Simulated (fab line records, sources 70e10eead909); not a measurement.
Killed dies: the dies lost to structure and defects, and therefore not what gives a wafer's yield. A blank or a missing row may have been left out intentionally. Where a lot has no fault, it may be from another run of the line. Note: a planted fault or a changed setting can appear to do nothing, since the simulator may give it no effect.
Chamber matching	flow nandHarc	3 sister chambers for NHARC_A_STAIRCASE_DEP_301 on pecvd-03
The step deposits SiON, target thk 30 nm. 18 wafers are shown with their chamber, then 9 later ones without.

== WAFERS, EACH WITH ITS CHAMBER ==
wafer	chamber	heaterPowerW (W)	heaterPowerOuterW (W)
L077.3	1	717	446
L077.5	1	712	446
L077.6	2	848	458
L083.2	1	819	504
L083.4	1	810	514
L083.6	0	708	470
L087.1	1	809	522
L087.2	2	813	458
L087.4	2	856	451
L086.2	2	999	575
L086.4	1	726	429
L086.6	2	983	596
L088.1	0	655	414
L088.5	0	654	426
L088.6	2	941	554
L091.1	1	779	492
L091.2	0	671	427
L091.3	2	916	520

SIGNATURES (averages over the wafers above)
reading	chamber 0	chamber 1	chamber 2	scatter within a chamber
heaterPowerW	672.00	767.43	908.00	55.4
heaterPowerOuterW	434.25	479.00	516.00	46.7
Rule: distance of a wafer from a chamber = root of the sum over the readings of ((wafer's reading minus chamber's mean) / reading's scatter) squared. If the next closest chamber is less than 2 further off than the closest, the wafer can't be placed; otherwise it belongs to the closest. The scatter: take each reading less its chamber's mean, square it, sum over the shown wafers, divide by the number of wafers less the number of chambers, and take the root.

== WAFERS WHOSE CHAMBER IS MISSING ==
wafer	heaterPowerW (W)	heaterPowerOuterW (W)
L090.3	758	463
L090.4	766	466
L090.6	892	520
L095.2	705	471
L095.5	720	469
L095.6	951	567
L097.1	715	468
L097.2	809	534
L097.4	818	520

== CHAMBER TAKEN BY EACH ==
wafer	from the rows above	in truth
L090.3	can't be placed: 1 or 0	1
L090.4	can't be placed: 1 or 0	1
L090.6	2	2
L095.2	can't be placed: 0 or 1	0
L095.5	can't be placed: 1 or 0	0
L095.6	2	2
L097.1	can't be placed: 1 or 0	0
L097.2	can't be placed: 1 or 2 or 0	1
L097.4	can't be placed: 1 or 2 or 0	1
Correct placement for 2 of the 9. Can't be placed from these rows: 7 (the true chamber is among the candidates in 7). Placed wrongly: 0.
